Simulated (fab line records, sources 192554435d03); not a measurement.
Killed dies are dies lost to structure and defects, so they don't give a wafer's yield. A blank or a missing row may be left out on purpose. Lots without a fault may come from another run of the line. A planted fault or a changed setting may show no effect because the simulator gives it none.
A struck lot beside a sound one | flow n5_finfet | 39 steps out of a route of 1938
Sound: wafers L903.1, L903.3, L903.6. Struck: wafers L910.1, L910.4, L910.6. The cause comes at the end.
At each step with rows: each side's tool, then ch and its chambers, then its first start. Under that, the readings that differ: sound wafers | struck wafers | difference of the means | sigmas: that difference in standard deviations of wafers without a fault.
alike: readings whose means differ by less than 2 such deviations, and words and numbers that are the same on both sides. not compared: withheld readings, readings that some wafer has no value for, bounds like >300 that may hide the same value, and numbers for which the record gives no deviation and whose values overlap.
The two part at a step that has a row with sigmas, a row that says differs or no value, or rows on one side only. Numbers that don't overlap but have no deviation are shown without sigmas and don't part them. A reading that every wafer of one side lacks parts them only if that side has two wafers or more.

first, 9 steps without rows for these wafers: N5_BEOL_M4_ANNEAL_95 (time 240 s); N5_BEOL_M4_SPUTTER_96 (material Cu, target thk 4.5 nm, time 8.29 s); N5_BEOL_M4_ECD_50 (material Cu, target thk 300 nm); N5_BEOL_M4_ANNEAL_51 (time 90 s); N5_BEOL_M4_CMP_52 (polishes, stops on SiOC, t overpolish 6.8 s, target thk 40 nm); N5_BEOL_M4_PRE_CLEAN_60 (time 15 s); N5_BEOL_M4_CO_CAP_55 (material Co, precursor CCTBA/H2, target thk 2 nm, time 102.1 s); N5_BEOL_M4_PRE_CLEAN_56 (time 15 s); N5_BEOL_M4_DEP_57 (deposits SiCN from 3MS/NH3, target thk 8 nm, time 14 s).
N5_BEOL_M4_RC_MEAS_101:
  sound on prober-01 ch 0, day 10 08:13; struck on prober-02 ch 0, day 11 19:54
  alike: DIBL_N, DIBL_P, IOFF_N, IOFF_P, ION_N, ION_P, SS_N, SS_P, VT_N, VT_P
then, 24 steps without rows for these wafers: N5_BEOL_M5_ILD_DEP_00 (deposits SiCOH lowk from DEMS/porogen, target thk 140.64 nm, time 25.9 s); N5_BEOL_M5_CURE_79 (cures SiCOH lowk, time 240 s); N5_BEOL_M5_PECVD_70 (deposits SiO2 from TEOS/O2, target thk 16 nm, time 18 s); N5_BEOL_M5_HM_DEP_02 (deposits TiN, target thk 20 nm); N5_BEOL_M5_COAT_59 (time 60 s, resist thk 60 nm); N5_BEOL_M5_COAT_60 (time 60 s, resist thk 12 nm); N5_BEOL_M5_COAT_71 (time 60 s, resist thk 5 nm); N5_BEOL_M5_COAT_05 (resist thk 30 nm); N5_BEOL_M5_EBR_07; N5_BEOL_M5_SOFTBAKE_06 (time 60 s); N5_BEOL_M5_EXPOSE_08 (exposes mask M5, target cd 28 nm); N5_BEOL_M5_PEB_09 (peb time 60 s); N5_BEOL_M5_DEVELOP_10 (develop time 30 s); N5_BEOL_M5_DESCUM_16 (chemistry O2, time 7 s); N5_BEOL_M5_ETCH_72 (etches underlayer in N2/H2, target depth 6.5 nm, time 5.2 s); N5_BEOL_M5_ETCH_61 (etches SiARC in CF4, target depth 15.6 nm, time 26 s); N5_BEOL_M5_ETCH_62 (etches SOC in N2/H2, target depth 75 nm, overetch 15 nm, time 112.5 s); N5_BEOL_M5_STRIP_63 (strips in N2/H2); N5_BEOL_M5_STRIP_73 (strips in N2/H2); N5_BEOL_M5_STRIP_64 (strips in CF4); N5_BEOL_M5_HM_OPEN_17 (chemistry Cl2/BCl3, target TiN, target depth 20 nm, overetch 6 nm); N5_BEOL_M5_STRIP_19 (strips in O2); N5_BEOL_M5_COAT_65 (time 60 s, resist thk 60 nm); N5_BEOL_M5_COAT_66 (time 60 s, resist thk 12 nm).
-- the record jumps here: 4 days lie between the struck wafers' starts before and after (it left off in module BEOL_M5 and takes up again in module BEOL_M15, whose first step shown is number 1809 of the route) --
N5_BEOL_M15_TRENCH_ETCH_34: etches SiO2 in C4F8/O2/Ar, target depth 872.93 nm, time 199 s.
  sound on rie_diel-02 ch 0,2, day 13 16:03; struck on rie_diel-05 ch 1,3, day 15 18:18
  reading                                    | sound             | struck            | difference | sigmas
  time_s (s)                                 | 199 199 199       | 139.3 139.3 139.3 | -59.7      |
  model.etch.depth_nm (nm)                   | 862.5 833.2 866.2 | 588.4 575.8 575.8 | -274.0     |
  model.coat_of_BEOL_M15_COAT_22.thk_nm (nm) | 538 549.8 538.8   | 599.8 607.6 608   | +62.9      |
  alike: drypump_motor_current_A, oes_ar_750_au, oes_product_au, rf_vpp_V, showerhead_plenum_p_Torr, throttle_valve_pct
  not compared: rf_hours_counter_h
N5_BEOL_M15_CMP_49: polishes, stops on SiO2, t overpolish 4.9 s, target thk 850 nm.
  sound on cmp-02 ch 0,3, day 13 19:37; struck on cmp-02 ch 0,1,2, day 15 21:11
  reading                                 | sound           | struck            | difference | sigmas
  model.Cu_of_BEOL_M15_ECD_47.thk_nm (nm) | 840 809.8 843.2 | 566.4 552.2 551.2 | -274.4     |
  alike: clearing_platen_down_force_psi, clearing_platen_rpm, motor_current_A
N5_BEOL_M15_THK_MEAS_50: measures by xrf.
  sound on film_metro-01, day 13 19:54; struck on film_metro-02, day 15 21:24
  reading      | sound       | struck      | difference | sigmas
  M15_THK (nm) | 836 806 837 | 572 559 556 | -264       | -13
N5_BEOL_M15_RS_MEAS_54: measures by four-point-probe.
  sound on film_metro-01, day 13 20:02; struck on film_metro-01, day 15 21:32
  reading         | sound                | struck               | difference | sigmas
  M15_RS (ohm/sq) | 0.0218 0.0226 0.0217 | 0.0326 0.0335 0.0336 | +0.0112    | +22
N5_PASSIVATION_PROBE_49:
  sound on prober-01, day 14 12:34; struck on prober-01, day 16 11:56
  reading                  | sound          | struck         | difference | sigmas
  defect_limited_yield (%) | 91.5 91.4 89.9 | 81.6 86.9 84.2 | -6.7       | -4
  killed_at_front_end      | 48 58 67       | 160 118 130    | +78        | +6
  killed_dies              | 100 101 119    | 217 155 186    | +79        | +4
  sort_bin_5_function (%)  | 5.1 5.3 5.7    | 9.4 7.7 9.7    | +3.6       | +3
  sort_n_pass              | 1080 1079 1061 | 963 1025 994   | -79        | -4
  alike: killed_at_M0_to_M3, killed_at_M4_up, killed_at_contacts, killed_at_other, killed_open, killed_short, sort_bin_6_memory, sort_bin_8_speed

WHERE THEY PART
First at N5_BEOL_M15_THK_MEAS_50; last, within this record, at N5_PASSIVATION_PROBE_49.

WHY: what the simulator had put in
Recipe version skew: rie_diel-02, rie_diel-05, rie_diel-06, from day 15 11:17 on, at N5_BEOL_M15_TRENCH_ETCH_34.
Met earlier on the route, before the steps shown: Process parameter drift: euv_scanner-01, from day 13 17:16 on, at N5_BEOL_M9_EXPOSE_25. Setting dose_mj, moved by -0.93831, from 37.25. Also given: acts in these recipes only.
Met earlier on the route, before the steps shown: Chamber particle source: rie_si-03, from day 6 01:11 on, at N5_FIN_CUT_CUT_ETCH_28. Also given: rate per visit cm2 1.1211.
